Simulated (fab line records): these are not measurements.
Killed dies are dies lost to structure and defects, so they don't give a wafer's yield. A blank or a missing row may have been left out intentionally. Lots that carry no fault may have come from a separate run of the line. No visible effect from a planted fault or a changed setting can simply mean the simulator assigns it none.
Matching of chambers -- flow n5-finfet -- N5_BEOL_M6_ETCH_66 on rie-diel-05: 4 sister chambers
The step etches SOC in N2/H2, target depth 80 nm, overetch 16 nm, time 120 s. 4 wafers are shown with their chamber, then 9 later ones without.

## WAFERS WITH THEIR CHAMBER
wafer,chamber,drypump-motor-current-A (A)
L080.5,3,5.7
L086.2,1,4.8
L086.3,0,6.4
L086.4,2,5.9

## WAFERS WITHOUT THEIR CHAMBER
wafer,drypump-motor-current-A (A)
L090.1,6.4
L090.3,4.8
L090.6,5.6
L096.3,5.9
L096.5,5.6
L096.6,5.9
L097.2,4.8
L097.3,5.7
L097.5,4.8

## THE CHAMBER EACH PASSED THROUGH
wafer,from the rows above,in truth
L090.1,0,0
L090.3,1,1
L090.6,3,3
L096.3,2,2
L096.5,3,3
L096.6,2,2
L097.2,1,1
L097.3,3,3
L097.5,1,1
Placed correctly: 9 of 9. Number that these rows cannot place: 0. Placed wrongly: 0.
How it was worked out, from the rows above alone: a wafer's distance from a chamber is the root of the sum, over the readings, of the square of ((its reading less the chamber's mean) divided by the reading's scatter). If the next closest chamber is less than 2 further off than the closest, the wafer can't be placed; otherwise it belongs to the closest. A chamber's mean is the mean of its shown wafers. The scatter: with one shown wafer a chamber, the root of the mean of the squares of how far each hidden wafer lies from its nearest shown one.
